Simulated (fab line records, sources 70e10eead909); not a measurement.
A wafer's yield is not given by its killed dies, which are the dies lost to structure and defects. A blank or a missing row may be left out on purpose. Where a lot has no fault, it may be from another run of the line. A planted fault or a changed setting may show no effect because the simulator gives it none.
fab line records | flow nand_harc
[record] lots = 13 wafers = 38 last_day = 25
route steps=1159 shown A_CHANNEL_HOLE_D1@483 A_CHANNEL_FILL_D1@495 END@1159
lots that met no fault: from a run of the same line without faults
start_h: hours from the record's opening day to when the first of the lot's shown wafers began | wait_h: time in hours since the lot's previous step | " the same as in the row above | L1.1+2: several wafers, shown together as one row | - no value, or no start was given | * or withheld: withheld | < > ~ a bound
route shown NAME@n: a module of which the file shows steps, and the number in the route of the first | usual: the fault-free wafers' mean and standard deviation | same: alike in all rows | chamber/n: place in a boat | sites: readings site by site | _std_site: standard deviation across them | _edge_site: mean of outer sites minus mean of inner sites | radius_mm: how far each site lies from the wafer's centre | mask NAME#n: copy n | behind: tool/chamber where the wafer was last shaped | hold: the reason the lot was held/the length of the hold in hours/how it ended | device: which transistor (n, p or np) failed to switch | end of line: the tests these same wafers got at the end of their route | where a step has no rows: the recipe by itself | killed: not the wafer's yield, but the dies lost to structure and defects at the first sort | map: dies across one wafer; x = killed, . = not, _ = none there
set.NAME: the setting that was run; set.NAME@STEP: the one run at that earlier step | model.NAME: the simulator's own value behind a step, which no gauge read
one table for each step of the route and one row for each wafer, over a sample of lots
services: a tool's chamber out of use, with start hour (start_h, from the record's first day; less than 0 if before it), hours out, and reason
[[steps]]
[step NHARC_A_CHANNEL_HOLE_D1_ETCH_44]
[recipe] target_depth_a = 1400 overetch_a = 140 time_s = 77 ion_energy_ev = 100 cf4_flow_sccm = 80 o2_flow_sccm = 20 ar_flow_sccm = 0 rf_w = 300 bias_w = 100 chemistry = CF4/O2
[usual] drypump_motor_current_A = 5.7/0.41 mfc_ar_sccm = 0.008/0.012 oes_product_au = 1.002/0.012 rf_vpp_V = 198.1/1.2 showerhead_plenum_p_Torr = 1.36/0.047 throttle_valve_pct = 13.398/0.0094
// columns lot.wafer tool chamber start_h wait_h drypump_motor_current_A mfc_ar_sccm oes_product_au rf_hours_counter_h rf_vpp_V showerhead_plenum_p_Torr throttle_valve_pct
L598.1 rie_diel-12 1 190.44 0.1 6.3 0 1.005 10 199.2 1.41 13.386
L598.2 " 2 " " 5.1 0 0.993 10 198.0 1.35 13.415
L598.5 " 1 " " 6.3 0 1.000 - 199.2 1.41 13.412
L599.4 rie_diel-12 3 190.87 0.4 6.1 0 0.999 11 198.1 1.30 13.409
L599.1 " 0 " " 5.7 0.018 1.006 11 200.3 1.43 13.413
L599.6 " 2 " " 5.1 0 0.995 - 198.5 1.35 13.398
L601.4 rie_diel-03 1 196.28 0.1 5.2 0.003 1.000 10 197.2 1.33 13.403
L601.6 " 0 " " 6.4 0.017 0.988 - 199.0 1.38 13.395
L601.5 " 1 " " 5.2 0.003 0.996 - 198.7 1.33 13.417
L603.1 rie_diel-03 2 204.22 0.1 5.8 0.045 0.984 10 196.4 1.31 13.391
L603.4 " 3 " " 5.6 0.003 1.000 11 198.3 1.26 13.396
L603.5 " 1 " " 5.3 0.003 1.004 - 197.5 1.33 13.399
L602.1 rie_diel-11 3 204.83 0.1 5.4 0 0.994 0 197.2 1.36 13.407
L602.3 " 0 " " 5.4 0 1.009 0 198.2 1.40 13.380
L602.4 " 1 " " 5.2 0.010 1.007 0 197.3 1.35 13.390
L608.4 rie_diel-03 0 239.70 0.1 6.4 0.017 1.010 2 198.3 1.38 13.388
L608.6 " 3 " " 5.6 0.003 0.999 - 196.6 1.26 13.391
L608.5 " 0 " " 6.4 0.017 1.016 - 198.7 1.38 13.401
L609.1 rie_diel-12 0 240.25 0.1 5.7 0.018 1.015 2 198.1 1.43 13.388
L609.4 " 2 " " 5.1 0 0.986 2 197.7 1.35 13.408
L609.5 " 0 " " 5.7 0.018 1.021 - 199.8 1.43 13.389
L610.3 rie_diel-11 2 255.66 0.1 5.6 0 1.014 4 198.6 1.38 13.403
L610.1 " 1 " " 5.2 0.010 0.997 4 196.8 1.35 13.404
L610.5 " 2 " " 5.5 0 1.010 - 199.9 1.38 13.400
L615.4 rie_diel-11 0 284.39 0.0 5.4 0 1.014 6 198.6 1.40 13.399
L615.5 " 0 " " 5.4 0 0.998 - 200.6 1.40 13.405
L615.6 " 1 " " 5.2 0.010 0.984 - 198.7 1.35 13.393
L618.4 rie_diel-11 0 298.26 0.1 5.4 0 1.010 6 198.8 1.40 13.390
L618.2 " 1 " " 5.2 0.010 0.988 6 197.8 1.35 13.393
L618.5 " 3 " " 5.4 0 1.022 - 198.9 1.35 13.384
L621.3 rie_diel-03 2 307.81 0.1 5.8 0.045 0.985 5 197.9 1.31 13.407
L621.4 " 1 " " 5.2 0.003 0.986 5 199.0 1.33 13.397
L621.6 " 3 " " 5.7 0.003 0.981 - 195.6 1.26 13.406
L619.6 rie_diel-11 0 308.04 0.1 5.4 0 1.022 - 198.8 1.40 13.417
L619.5 " 1 " " 5.2 0.010 0.988 - 197.6 1.35 13.397
L620.1 rie_diel-12 3 312.19 0.1 6.1 0 0.997 9 196.6 1.29 13.410
L620.2 " 1 " " 6.3 0 1.008 8 199.1 1.41 13.406
L620.3 " 2 " " 5.1 0 0.999 9 197.9 1.35 13.388
[step NHARC_A_CHANNEL_FILL_D1_ALD_15]
[recipe] target_thk_a = 20 pulse_time_s = 60 ald_cycles = 19 temp_c = 630 pressure_torr = 2 material = SiNx
[usual] precursor_pulse_height_rel = 0.999/0.022
[same] ald_cycles = 19
// columns lot.wafer tool chamber start_h wait_h precursor_pulse_height_rel
L598.1 ald_sin_batch-02 0 - - 0.963
L598.2 " 0 " " 0.992
L598.5 " 0 " " 1.008
L599.1 ald_sin_batch-02 0 - - 0.977
L599.4 " 0 " " 1.006
L599.6 " 0 " " 0.972
L601.4 ald_sin_batch-01 0 - - 1.024
L601.5 " 0 " " 0.985
L601.6 " 0 " " 0.996
L602.1 ald_sin_batch-01 0 - - 0.994
L602.3 " 0 " " 0.977
L602.4 " 0 " " 1.022
L603.1 ald_sin_batch-01 0 - - 0.978
L603.4 " 0 " " 1.047
L603.5 " 0 " " 1.019
L608.4 ald_sin_batch-01 0 - - 0.988
L608.5 " 0 " " 0.992
L608.6 " 0 " " 0.985
L609.1 ald_sin_batch-01 0 - - 1.000
L609.4 " 0 " " 1.009
L609.5 " 0 " " 1.020
L610.1 ald_sin_batch-02 0 - - 1.014
L610.3 " 0 " " 1.023
L610.5 " 0 " " 1.016
L615.4 ald_sin_batch-01 0 - - 1.002
L615.5 " 0 " " 1.004
L615.6 " 0 " " 0.970
L618.2 ald_sin_batch-01 0 - - 1.003
L618.4 " 0 " " 0.997
L618.5 " 0 " " 1.007
L619.5 ald_sin_batch-02 0 - - 0.995
L619.6 " 0 " " 1.005
L621.3 ald_sin_batch-02 0 - - 0.972
L621.4 " 0 " " 0.966
L621.6 " 0 " " 0.975
L620.1 ald_sin_batch-01 0 323.69 3.0 0.961
L620.2 " 0 " " 0.986
L620.3 " 0 " " 0.996
[step NHARC_A_CHANNEL_FILL_D1_ALD_16]
[recipe] target_thk_a = 15 pulse_time_s = 10 ald_cycles = 15 temp_c = 300 material = SiO2
[usual] heater_power_w = 471/27 precursor_pulse_height_rel = 1.002/0.019
[same] ald_cycles = 15
// columns lot.wafer tool chamber start_h wait_h heater_power_w precursor_pulse_height_rel since_wet_clean_h
L598.2 ald_hk-03 2 203.81 0.1 478 1.003 47
L598.1 " 3 " " 491 0.984 47
L598.5 " 1 " " 439 1.018 -
L599.4 ald_hk-04 1 203.81 0.1 464 0.989 6
L599.1 " 2 " " 513 1.004 6
L599.6 " 1 " " 457 1.025 -
L601.4 ald_hk-04 2 209.73 0.1 506 1.008 12
L601.5 " 3 " " 455 0.991 -
L601.6 " 0 " " 520 0.989 -
L602.1 ald_hk-01 3 218.01 0.5 470 1.003 158
L602.3 " 0 " " 425 0.977 158
L602.4 " 1 " " 490 1.005 158
L603.1 ald_hk-01 2 218.33 0.8 469 1.000 158
L603.4 " 3 " " 477 0.974 158
L603.5 " 2 " " 478 1.004 -
L609.4 ald_hk-01 0 253.09 0.0 454 0.983 15
L609.1 " 2 " " 487 1.030 15
L609.5 " 0 " " 442 0.985 -
L608.4 ald_hk-03 3 253.17 0.1 481 0.992 97
L608.6 " 0 " " 480 1.022 -
L608.5 " 1 " " 432 1.021 -
L610.1 ald_hk-03 2 268.81 0.0 479 1.007 112
L610.3 " 3 " " 477 1.023 112
L610.5 " 3 " " 484 0.970 -
L615.4 ald_hk-01 2 301.27 0.1 483 0.991 63
L615.5 " 0 " " 452 1.009 -
L615.6 " 1 " " 456 1.001 -
L618.2 ald_hk-01 0 311.98 0.0 451 1.000 74
L618.4 " 1 " " 454 1.012 74
L618.5 " 1 " " 444 1.014 -
L621.3 ald_hk-01 3 321.26 0.1 446 0.999 83
L621.4 " 0 " " 452 1.007 83
L621.6 " 2 " " 478 0.979 -
L619.5 ald_hk-03 0 321.31 0.1 497 0.985 -
L619.6 " 1 " " 442 0.986 -
L620.1 ald_hk-04 0 329.57 3.9 521 1.027 132
L620.3 " 1 " " 455 1.009 132
L620.2 " 2 " " 526 1.031 132
[step NHARC_A_CHANNEL_FILL_D1_ETCHBACK_20]
[recipe] target_depth_a = 270 time_s = 13.5 c4f8_flow_sccm = withheld o2_flow_sccm = 8 ar_flow_sccm = withheld rf_w = 600 bias_w = 1500 chemistry = C4F8/O2/Ar
[usual] oes_product_au = 0.95/0.036 rf_vpp_V = 977/5.8 run_length_s = 34.7/0.39
// columns lot.wafer tool chamber start_h wait_h oes_product_au rf_hours_counter_h rf_vpp_V run_length_s
L598.1 rie_diel-05 0 217.00 - 1.01 1 980 34.8
L598.2 " 3 " " 1.00 1 987 34.4
L598.5 " 1 " " 0.98 - 971 35.0
L599.4 rie_diel-06 2 217.00 - 0.92 6 973 34.1
L599.1 " 1 " " 0.92 6 979 34.9
L599.6 " 2 " " 0.91 - 972 34.1
L601.4 rie_diel-04 2 221.59 - 0.93 22 975 34.4
L601.5 " 3 " " 0.93 - 982 35.0
L601.6 " 0 " " 0.92 - 972 35.0
L602.1 rie_diel-05 1 230.00 - 0.99 1 971 35.2
L602.3 " 3 " " 0.99 2 987 34.6
L602.4 " 0 " " 1.01 - 980 35.2
L603.1 rie_diel-04 0 230.02 - 0.92 22 971 34.8
L603.4 " 1 " " 0.92 24 982 34.9
L603.5 " 2 " " 0.92 - 974 34.8
L608.4 rie_diel-04 2 264.83 - 0.92 32 973 34.4
L608.5 " 2 " " 0.93 - 976 34.9
L608.6 " 3 " " 0.92 - 984 34.7
L609.1 rie_diel-05 2 264.85 - 1.02 2 971 35.0
L609.4 " 3 " " 1.01 2 986 34.7
L609.5 " 0 " " 1.00 - 981 34.9
L610.3 rie_diel-05 1 280.52 - 0.90 3 971 35.4
L610.1 " 2 " " 0.93 3 971 34.2
L610.5 " 1 " " 0.91 - 971 35.3
L615.4 rie_diel-05 2 312.93 - 0.93 3 973 34.1
L615.6 " 1 " " 0.90 - 971 35.2
L615.5 " 2 " " 0.94 - 971 29.4
L618.2 rie_diel-05 0 324.78 - 0.92 3 980 30.0
L618.4 " 1 " " 0.90 3 971 35.2
L618.5 " 2 " " 0.93 - 973 29.1
L621.4 rie_diel-04 0 333.06 - 0.99 7 972 34.9
L621.3 " 3 " " 0.97 7 984 34.4
L621.6 " 1 " " 0.98 - 981 35.0
L619.5 rie_diel-05 3 333.10 - 0.93 - 985 29.3
L619.6 " 0 " " 0.93 - 981 34.8
L620.2 rie_diel-06 3 341.49 - 0.92 3 972 34.6
L620.1 " 0 " " 0.92 3 982 34.0
L620.3 " 1 " " 0.92 4 977 35.8
[step NHARC_END_SORT_01]
[recipe] temp_c = 25
[usual] killed_at_array = 28/11 killed_at_other = 0.8/1.1 killed_at_periphery = 3.3/2.8 killed_dies = 32/11 killed_open = 3.3/1.9 killed_short = 1.9/1.4
[same] gross_dies = 677
// columns lot.wafer tool chamber start_h wait_h killed_at_array killed_at_other killed_at_periphery killed_dies killed_open killed_short
L598.1 prober-02 0 448.53 2.5 24 0 1 25 4 0
L598.2 prober-02 0 449.32 2.8 21 0 1 22 3 0
L598.5 prober-02 0 451.69 3.7 21 1 1 23 1 1
L599.1 prober-01 0 448.68 2.5 21 0 1 22 0 3
L599.4 prober-01 0 451.06 3.4 16 0 2 18 2 2
L599.6 prober-01 0 452.65 4.0 7 3 4 14 1 2
L601.4 prober-01 0 458.83 3.4 27 0 10 37 1 2
L601.5 prober-01 0 459.62 3.7 19 1 9 29 3 0
L601.6 prober-01 0 460.41 4.0 23 0 12 35 1 3
L602.1 prober-01 0 468.76 2.5 34 0 1 35 3 3
L602.3 prober-01 0 470.34 3.1 21 0 3 24 2 2
L602.4 prober-01 0 471.14 3.4 19 0 3 22 4 1
L603.1 prober-02 0 468.81 2.5 18 2 2 22 2 2
L603.4 prober-02 0 471.20 3.4 21 0 5 26 0 1
L603.5 prober-02 0 472.00 3.7 17 0 2 19 1 0
L608.4 prober-02 0 497.07 3.4 31 0 0 31 2 2
L608.5 prober-02 0 497.87 3.7 21 1 0 22 1 1
L608.6 prober-02 0 498.67 4.0 29 1 0 30 7 1
L609.1 prober-01 0 510.22 2.5 27 1 3 31 6 3
L609.4 prober-01 0 512.60 3.4 30 0 1 31 2 7
L609.5 prober-01 0 513.39 3.7 31 0 3 34 5 1
L610.1 prober-02 0 513.88 2.5 35 1 6 42 8 3
L610.3 prober-02 0 515.46 3.1 31 3 7 41 6 2
L610.5 prober-02 0 517.04 3.7 24 0 5 29 3 1
L615.4 prober-01 0 563.42 3.4 23 4 6 33 2 3
L615.5 prober-01 0 564.22 3.7 671 1 2 674 5 1
L615.6 prober-01 0 565.02 4.0 24 2 3 29 4 4
L620.1 prober-01 0 568.77 2.5 21 0 3 24 3 1
L620.2 prober-01 0 569.57 2.8 23 0 3 26 1 2
L620.3 prober-01 0 570.37 3.1 29 0 4 33 4 3
L618.2 prober-02 0 577.23 2.7 676 0 1 677 2 4
L618.4 prober-02 0 578.83 3.4 32 1 2 35 6 2
L618.5 prober-02 0 579.63 3.7 675 0 2 677 5 1
L619.5 prober-01 0 579.80 3.7 669 1 7 677 3 3
L619.6 prober-01 0 580.61 4.0 24 0 8 32 1 4
L621.3 prober-02 0 585.83 3.1 46 5 4 55 4 3
L621.4 prober-02 0 586.62 3.4 44 2 2 48 2 2
L621.6 prober-02 0 588.21 4.0 43 0 4 47 4 1
// killed by level:class
L598.1 A_CHANNEL_HOLE_D1:chamber_film_flake=14 A_CONTACT:chamber_film_flake=4 P_M0:geometric_particle:open=1 A_SOURCE_PLATE:geometric_particle:open=1 A_CHANNEL_FILL_D1:geometric_particle:open=1 A_M0:geometric_particle:open=1 A_ZERO_WELL:chamber_film_flake=1 A_SLIT:unspecified=1
L599.1 A_SLIT:chamber_film_flake=9 A_WL_FILL:chamber_film_flake=3 A_M1:chamber_film_flake=3 A_STAIRCASE:chamber_film_flake=2 P_M0:geometric_particle:short=1 A_CHANNEL_FILL_D1:geometric_particle:short=1 A_CONTACT:geometric_particle:short=1 A_CHANNEL_HOLE_D1:chamber_film_flake=1
L598.2 A_CHANNEL_HOLE_D1:chamber_film_flake=13 A_SLIT:chamber_film_flake=3 A_CHANNEL_FILL_D1:geometric_particle:open=1 A_BLC:geometric_particle:open=1 A_M1:geometric_particle:open=1 P_CONTACT:chamber_film_flake=1 A_ZERO_WELL:chamber_film_flake=1 A_CONTACT:chamber_film_flake=1
L599.4 A_SLIT:chamber_film_flake=6 A_CHANNEL_HOLE_D1:chamber_film_flake=3 A_CONTACT:chamber_film_flake=2 P_M0:geometric_particle:open=1 A_ONON_D1:geometric_particle:short=1 A_CONTACT:geometric_particle:open=1 A_M0:geometric_particle:short=1 P_GATE:chamber_film_flake=1
L598.5 A_CHANNEL_HOLE_D1:chamber_film_flake=14 A_SLIT:chamber_film_flake=2 A_CONTACT:chamber_film_flake=2 P_GATE:geometric_particle:open=1 A_M1:geometric_particle:short=1 A_ZERO_WELL:chamber_film_flake=1 A_STAIRCASE:chamber_film_flake=1 THIN_TSV:chamber_film_flake=1
L599.6 A_SLIT:chamber_film_flake=5 P_ZERO_WELL:chamber_film_flake=3 THIN_TSV:chamber_film_flake=2 P_GATE:geometric_particle:short=1 A_CHANNEL_FILL_D1:geometric_particle:short=1 STARTING-WAFER:geometric_particle:open=1 A_STAIRCASE:chamber_film_flake=1
L601.4 A_CHANNEL_HOLE_D1:chamber_film_flake=10 A_SLIT:chamber_film_flake=8 A_WL_FILL:chamber_film_flake=4 P_M0:chamber_film_flake=3 P_BONDPAD:chamber_film_flake=3 P_STI:chamber_film_flake=2 A_CONTACT:chamber_film_flake=2 P_M0:geometric_particle:open=1
L601.5 A_SLIT:chamber_film_flake=8 A_CHANNEL_HOLE_D1:chamber_film_flake=6 P_BONDPAD:chamber_film_flake=5 A_M0:geometric_particle:open=2 A_CONTACT:chamber_film_flake=2 P_M1:geometric_particle:open=1 P_ZERO_WELL:chamber_film_flake=1 P_STI:chamber_film_flake=1
L601.6 A_CHANNEL_HOLE_D1:chamber_film_flake=11 A_SLIT:chamber_film_flake=8 P_STI:chamber_film_flake=4 A_CHANNEL_FILL_D1:geometric_particle:short=3 P_M0:chamber_film_flake=3 P_BONDPAD:chamber_film_flake=3 A_CONTACT:geometric_particle:open=1 P_ZERO_WELL:chamber_film_flake=1
L602.1 A_CHANNEL_HOLE_D1:chamber_film_flake=19 A_CHANNEL_FILL_D1:chamber_film_flake=3 A_STAIRCASE:chamber_film_flake=3 A_SLIT:chamber_film_flake=2 A_WL_FILL:chamber_film_flake=2 P_GATE:geometric_particle:open=1 A_CHANNEL_FILL_D1:geometric_particle:short=1 A_CHANNEL_FILL_D1:geometric_particle:open=1
L603.1 A_SLIT:chamber_film_flake=6 A_STAIRCASE:chamber_film_flake=5 A_BLC:geometric_particle:open=2 THIN_TSV:chamber_film_flake=2 A_CONTACT:geometric_particle:short=1 A_BLC:geometric_particle:short=1 P_ZERO_WELL:chamber_film_flake=1 P_GATE:chamber_film_flake=1
L602.3 A_CHANNEL_HOLE_D1:chamber_film_flake=15 A_CONTACT:chamber_film_flake=2 P_GATE:geometric_particle:open=1 A_CHANNEL_FILL_D1:geometric_particle:short=1 A_CONTACT:geometric_particle:short=1 A_CONTACT:geometric_particle:open=1 P_STI:chamber_film_flake=1 P_GATE:chamber_film_flake=1
L602.4 A_CHANNEL_HOLE_D1:chamber_film_flake=13 A_SLIT:chamber_film_flake=2 P_GATE:geometric_particle:open=1 P_CONTACT:geometric_particle:short=1 A_ONON_D1:geometric_particle:open=1 A_WL_FILL:geometric_particle:open=1 A_M0:geometric_particle:open=1 P_STI:chamber_film_flake=1
L603.4 A_STAIRCASE:chamber_film_flake=6 A_CHANNEL_HOLE_D1:chamber_film_flake=5 A_SLIT:chamber_film_flake=4 A_CONTACT:chamber_film_flake=3 P_ZERO_WELL:chamber_film_flake=2 P_GATE:chamber_film_flake=2 A_WL_FILL:chamber_film_flake=2 A_M0:geometric_particle:short=1
L603.5 A_SLIT:chamber_film_flake=7 A_STAIRCASE:chamber_film_flake=5 P_ZERO_WELL:chamber_film_flake=2 A_CHANNEL_HOLE_D1:chamber_film_flake=2 A_CONTACT:geometric_particle:open=1 A_WL_FILL:chamber_film_flake=1 A_CONTACT:chamber_film_flake=1
L608.4 A_CHANNEL_HOLE_D1:chamber_film_flake=20 A_ZERO_WELL:chamber_film_flake=3 A_CONTACT:chamber_film_flake=3 A_ONON_D1:geometric_particle:short=1 A_SGD_CUT:geometric_particle:open=1 A_WL_FILL:geometric_particle:open=1 A_CONTACT:geometric_particle:short=1 A_STAIRCASE:chamber_film_flake=1
L608.5 A_CHANNEL_HOLE_D1:chamber_film_flake=14 A_STAIRCASE:chamber_film_flake=2 A_ONON_D1:geometric_particle:short=1 A_CHANNEL_HOLE_D1:geometric_particle:open=1 A_ZERO_WELL:chamber_film_flake=1 A_CHANNEL_FILL_D1:chamber_film_flake=1 A_CONTACT:chamber_film_flake=1 HYBRID_BOND:chamber_film_flake=1
L608.6 A_CHANNEL_HOLE_D1:chamber_film_flake=12 A_STAIRCASE:chamber_film_flake=5 A_M0:geometric_particle:open=3 A_CONTACT:chamber_film_flake=2 A_ONON_D1:geometric_particle:open=1 A_SGD_CUT:geometric_particle:open=1 A_WL_FILL:geometric_particle:open=1 A_CONTACT:geometric_particle:short=1
L609.1 A_SLIT:chamber_film_flake=9 A_STAIRCASE:chamber_film_flake=6 A_WL_FILL:chamber_film_flake=4 P_CONTACT:geometric_particle:open=2 A_CHANNEL_FILL_D1:geometric_particle:short=2 A_CONTACT:geometric_particle:open=2 A_CONTACT:chamber_film_flake=2 P_M2:geometric_particle:open=1
L609.4 A_SLIT:chamber_film_flake=10 A_ONON_D1:geometric_particle:short=4 A_CHANNEL_HOLE_D1:chamber_film_flake=3 A_SGD_CUT:chamber_film_flake=3 A_WL_FILL:chamber_film_flake=3 A_WL_FILL:geometric_particle:short=2 A_CHANNEL_FILL_D1:geometric_particle:open=1 A_CONTACT:geometric_particle:open=1
L609.5 A_SLIT:chamber_film_flake=15 A_STAIRCASE:chamber_film_flake=4 A_CHANNEL_HOLE_D1:chamber_film_flake=3 A_CONTACT:chamber_film_flake=3 P_M0:geometric_particle:open=2 A_CONTACT:geometric_particle:open=2 A_WL_FILL:chamber_film_flake=2 P_CONTACT:geometric_particle:open=1
L610.1 A_SLIT:chamber_film_flake=11 A_CHANNEL_HOLE_D1:chamber_film_flake=5 A_STAIRCASE:chamber_film_flake=4 A_BLC:chamber_film_flake=4 A_CONTACT:chamber_film_flake=3 A_SOURCE_PLATE:geometric_particle:open=2 A_BLC:geometric_particle:open=2 P_STI:chamber_film_flake=2
L610.3 A_SLIT:chamber_film_flake=17 A_STAIRCASE:chamber_film_flake=4 A_BLC:chamber_film_flake=3 P_CONTACT:geometric_particle:open=2 P_STI:chamber_film_flake=2 THIN_TSV:chamber_film_flake=2 P_M0:geometric_particle:open=1 A_SOURCE_PLATE:geometric_particle:short=1
L610.5 A_SLIT:chamber_film_flake=10 A_CHANNEL_HOLE_D1:chamber_film_flake=5 A_STAIRCASE:chamber_film_flake=5 P_STI:chamber_film_flake=3 P_CONTACT:geometric_particle:short=1 P_CONTACT:geometric_particle:open=1 A_CHANNEL_FILL_D1:geometric_particle:open=1 A_SGD_CUT:geometric_particle:open=1
L615.4 A_STAIRCASE:chamber_film_flake=8 A_CHANNEL_HOLE_D1:chamber_film_flake=6 P_M1:chamber_film_flake=6 THIN_TSV:chamber_film_flake=4 A_WL_FILL:chamber_film_flake=2 A_ONON_D1:geometric_particle:open=1 A_ONON_D1:geometric_particle:short=1 A_CHANNEL_FILL_D1:geometric_particle:short=1
L615.5 A_CHANNEL_FILL_D1:area_etchback=642 A_STAIRCASE:chamber_film_flake=12 A_CHANNEL_HOLE_D1:chamber_film_flake=9 A_M0:geometric_particle:open=2 A_CONTACT:chamber_film_flake=2 A_CHANNEL_FILL_D1:geometric_particle:open=1 A_WL_FILL:geometric_particle:short=1 A_WL_FILL:geometric_particle:open=1
L615.6 A_STAIRCASE:chamber_film_flake=10 A_CHANNEL_HOLE_D1:chamber_film_flake=7 A_WL_FILL:geometric_particle:short=2 P_M0:geometric_particle:open=1 A_ONON_D1:geometric_particle:open=1 A_SLIT:geometric_particle:open=1 A_CONTACT:geometric_particle:open=1 A_M0:geometric_particle:short=1
L620.1 A_CONTACT:chamber_film_flake=11 A_CHANNEL_HOLE_D1:chamber_film_flake=7 P_CONTACT:geometric_particle:open=2 A_CHANNEL_FILL_D1:geometric_particle:short=1 A_M0:geometric_particle:open=1 P_ZERO_WELL:chamber_film_flake=1 A_STAIRCASE:chamber_film_flake=1
L620.2 A_CHANNEL_HOLE_D1:chamber_film_flake=9 A_CONTACT:chamber_film_flake=5 A_STAIRCASE:chamber_film_flake=4 P_ZERO_WELL:chamber_film_flake=3 A_CHANNEL_HOLE_D1:geometric_particle:short=1 A_CONTACT:geometric_particle:open=1 A_CONTACT:geometric_particle:short=1 A_CHANNEL_FILL_D1:chamber_film_flake=1
L620.3 A_CONTACT:chamber_film_flake=13 A_STAIRCASE:chamber_film_flake=5 A_CONTACT:geometric_particle:open=4 P_ZERO_WELL:chamber_film_flake=3 A_CHANNEL_FILL_D1:geometric_particle:short=2 A_CHANNEL_HOLE_D1:chamber_film_flake=2 A_SLIT:chamber_film_flake=2 A_SGD_CUT:geometric_particle:short=1
L618.2 A_CHANNEL_FILL_D1:area_etchback=649 A_SLIT:chamber_film_flake=15 A_CHANNEL_HOLE_D1:chamber_film_flake=5 A_CONTACT:geometric_particle:short=2 P_CONTACT:geometric_particle:short=1 A_ONON_D1:geometric_particle:open=1 A_CHANNEL_FILL_D1:geometric_particle:open=1 A_SGD_CUT:geometric_particle:short=1
L618.4 A_SLIT:chamber_film_flake=15 A_CHANNEL_HOLE_D1:chamber_film_flake=5 A_WL_FILL:chamber_film_flake=3 A_M0:geometric_particle:open=2 A_CONTACT:chamber_film_flake=2 P_STI:geometric_particle:open=1 P_M2:geometric_particle:open=1 A_SOURCE_PLATE:geometric_particle:open=1
L618.5 A_CHANNEL_FILL_D1:area_etchback=640 A_SLIT:chamber_film_flake=19 A_CHANNEL_HOLE_D1:chamber_film_flake=7 A_CONTACT:chamber_film_flake=4 P_CONTACT:geometric_particle:short=1 P_CONTACT:geometric_particle:open=1 A_SOURCE_PLATE:geometric_particle:open=1 A_SGD_CUT:geometric_particle:open=1
L619.5 A_CHANNEL_FILL_D1:area_etchback=641 A_SLIT:chamber_film_flake=16 A_CHANNEL_HOLE_D1:chamber_film_flake=5 A_CONTACT:chamber_film_flake=4 P_ZERO_WELL:chamber_film_flake=3 P_CONTACT:geometric_particle:short=2 P_GATE:geometric_particle:open=1 A_WL_FILL:geometric_particle:open=1
L619.6 A_SLIT:chamber_film_flake=10 A_CHANNEL_HOLE_D1:chamber_film_flake=7 P_M2:chamber_film_flake=5 A_CONTACT:chamber_film_flake=3 P_GATE:geometric_particle:short=1 P_CONTACT:geometric_particle:short=1 A_ONON_D1:geometric_particle:short=1 A_CHANNEL_HOLE_D1:geometric_particle:open=1
L621.3 A_CHANNEL_HOLE_D1:chamber_film_flake=21 A_SLIT:chamber_film_flake=16 THIN_TSV:chamber_film_flake=5 A_CONTACT:chamber_film_flake=4 A_WL_FILL:geometric_particle:open=2 P_CONTACT:geometric_particle:short=1 P_M0:geometric_particle:open=1 P_M2:geometric_particle:short=1
L621.4 A_CHANNEL_HOLE_D1:chamber_film_flake=22 A_SLIT:chamber_film_flake=11 A_WL_FILL:chamber_film_flake=4 A_CONTACT:chamber_film_flake=3 THIN_TSV:chamber_film_flake=2 P_M0:geometric_particle:open=1 A_SGD_CUT:geometric_particle:short=1 A_WL_FILL:geometric_particle:short=1
L621.6 A_CHANNEL_HOLE_D1:chamber_film_flake=21 A_SLIT:chamber_film_flake=10 A_CONTACT:chamber_film_flake=6 A_STAIRCASE:chamber_film_flake=2 P_M0:geometric_particle:open=1 A_CHANNEL_HOLE_D1:geometric_particle:short=1 A_CHANNEL_FILL_D1:geometric_particle:open=1 A_WL_FILL:geometric_particle:open=1
[[services]]
// columns tool chamber start_h hours kind
rie_diel-05 0 172.60 - clean
rie_diel-05 1 172.60 - clean
rie_diel-05 2 172.60 - clean
rie_diel-05 3 172.60 - clean
rie_diel-04 0 177.00 7.6 repair
ald_hk-04 - 187.88 10.0 pm
rie_diel-11 - 189.50 9.0 pm
rie_diel-05 0 197.10 - clean
rie_diel-05 1 197.10 - clean
rie_diel-12 - 202.40 9.0 pm
rie_diel-06 0 211.48 4.1 repair
rie_diel-03 - 215.30 9.0 pm
rie_diel-05 2 227.71 5.5 repair
ald_hk-01 - 228.00 10.0 pm
rie_diel-06 - 241.20 9.0 pm
rie_diel-05 0 253.44 1.8 repair
rie_diel-06 0 282.06 1.3 repair
rie_diel-12 3 282.34 5.2 repair
rie_diel-04 - 289.28 9.0 pm
rie_diel-05 2 290.13 3.5 repair
rie_diel-04 1 311.06 8.9 repair
rie_diel-05 - 328.11 0.8 repair
ald_hk-03 - 329.21 0.7 repair
rie_diel-05 - 340.60 9.0 pm
[[key]]
[first_sign] step = NHARC_A_CHANNEL_FILL_D1_ETCHBACK_20 reading = run_length_s direction = down sigmas = 14 usual = * struck = *
[effect] step = NHARC_END_SORT_01 reading = killed_at_array direction = up sigmas = 59 usual = 28 struck = 673
[more_kills_born_at] NHARC_A_CHANNEL_FILL_D1_ETCHBACK_20@rie_diel-05 = 2572
met_at NHARC_A_CHANNEL_FILL_D1_ETCHBACK_20
struck_lots L615,L618,L619
struck_wafers L615.5,L618.2,L618.5,L619.5
later_rows_left_out L615.5,L618.2,L618.5,L619.5
tester_left_out L615,L618,L619
not_acting_at NHARC_A_CHANNEL_HOLE_D1_ETCH_44,NHARC_A_CHANNEL_FILL_D1_ALD_15,NHARC_A_CHANNEL_FILL_D1_ALD_16
onset_between 280.52 312.93
[fault] kind = process_parameter_drift tool = rie_diel-05 chamber = - onset_h = 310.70 steps = NHARC_A_CHANNEL_FILL_D1_ETCHBACK_20 channel = time_s offset = * shape = step end_h = 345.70 scope = struck_wafers_only acts_in = * stated = *
// tester_left_out: of these lots the tester's yield and bins aren't shown, on N5 and GAA mostly nor the transistor test; their killed dies are dies lost to structure and defects alone, not to doping, threshold or leakage, so they don't give the yield
// later_rows_left_out: the simulator's readings of these wafers behind a module that went badly wrong aren't trusted and aren't shown, but for the sort
